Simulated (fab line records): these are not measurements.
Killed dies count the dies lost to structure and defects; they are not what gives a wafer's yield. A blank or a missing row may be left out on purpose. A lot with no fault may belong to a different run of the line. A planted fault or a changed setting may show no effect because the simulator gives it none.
A struck lot beside a sound one ; flow nandHarc ; 14 steps out of a route of 1302
Sound: the wafers L545.2, L545.3, L545.5. Wafers struck: L542.4, L542.5, L542.6. At the end, the cause is stated.
For every step that has rows: the tool of each side, followed by ch and its chambers, followed by its first start. Under that, the readings that differ: sound wafers ; struck wafers ; difference of the means ; sigmas: that difference in standard deviations of wafers without a fault.
alike: words and numbers the same on both sides, and readings whose means are apart by under 2 such deviations; not compared: readings that were withheld, readings missing a value for some wafer, numbers with overlapping values and no deviation given by the record, and bounds like >300 which may hide the same value.
Wherever a step has rows on one side only, a row that says differs or no value, or a row with sigmas, the two part there. Numbers that have no deviation but don't overlap get no sigmas and don't part them. Lack of a reading on every wafer of one side parts them only where that side has two or more wafers.

first, 3 steps without rows for these wafers: NHARC_A_STAIRCASE_STRIP_447 (strips in SPM, time 900 s); NHARC_A_STAIRCASE_PRECLEAN_448 (cleans in SC1); NHARC_A_STAIRCASE_SRD_449.
NHARC_A_STAIRCASE_CMP_450: polishes SiO2, target thk 200 nm.
  sound on cmp-04 ch 0,1, day 24 15:28; struck on cmp-02 ch 2,3, day 23 15:44
  alike: motorCurrentA
then, 3 steps without rows for these wafers: NHARC_A_STAIRCASE_CMP_152 (polishes); NHARC_A_STAIRCASE_SRD_154; NHARC_A_STAIRCASE_ETCH_403 (etches SiO2 in dHF, target depth 108.2 nm).
NHARC_A_STAIRCASE_ETCHBACK_422: etches the open film in CH3F/O2, target depth 40 nm, time 74.286 s.
  sound on rieDiel-05 ch 1,2, day 24 16:07; struck on rieDiel-04 ch 0,1,3, day 23 16:18
  alike: biasW, drypumpMotorCurrentA, oesProductAu, rfVppV, showerheadPlenumPTorr, throttleValvePct
  not compared: rfHoursCounterH
then, 1 step without rows for these wafers: NHARC_A_STAIRCASE_ETCH_423 (etches SiO2 in dHF, target depth 30 nm).
NHARC_A_STAIRCASE_ETCHBACK_157: etches the open film in CH3F/O2, target depth 90 nm, time 167.14 s.
  sound on rieDiel-04 ch 0,1,2, day 24 16:28; struck on rieDiel-10 ch 0,1,3, day 23 16:42
  alike: biasW, drypumpMotorCurrentA, oesProductAu, rfVppV, showerheadPlenumPTorr, throttleValvePct
  not compared: rfHoursCounterH
NHARC_A_STAIRCASE_STRIP_475: strips in O2, time 20 s.
  sound on rieDiel-04 ch 0,2; struck on rieDiel-10 ch 0,1,3, day 23 16:57
  alike: drypumpMotorCurrentA, oesProductAu, rfVppV, showerheadPlenumPTorr, throttleValvePct
  not compared: rfHoursCounterH
NHARC_A_STAIRCASE_DEP_471: deposits SiO2, target thk 100 nm.
  sound on pecvd-02 ch 0,1, day 24 16:50; struck on pecvd-03 ch 0,1,2, day 23 17:29
reading;sound;struck;difference;sigmas
rfFwdPowerW (W);892.5 898.8 892.3;755.9 757.9 751.0;-139.6;-56
  alike: heaterPowerW, throttleValvePct
NHARC_A_STAIRCASE_CMP_472: polishes SiO2.
  sound on cmp-04 ch 0,2, day 24 17:07; struck on cmp-02 ch 1,2,3, day 23 17:44
  alike: motorCurrentA
-- the record jumps here: 5 days lie between the struck wafers' starts before and after (it left off in module A_STAIRCASE and takes up again in module END, whose first step shown is number 1302 of the route) --
NHARC_END_SORT_01:
  only the struck wafers appear in the record here, on prober-02 ch 0 at day 28 22:55; the sound ones have no rows

## WHERE THEY PART
Last at NHARC_END_SORT_01 as far as this record goes, first at NHARC_A_STAIRCASE_DEP_471.

WHY: what the simulator had put in
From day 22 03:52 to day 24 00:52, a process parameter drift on pecvd-03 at NHARC_A_STAIRCASE_DEP_471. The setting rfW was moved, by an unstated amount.
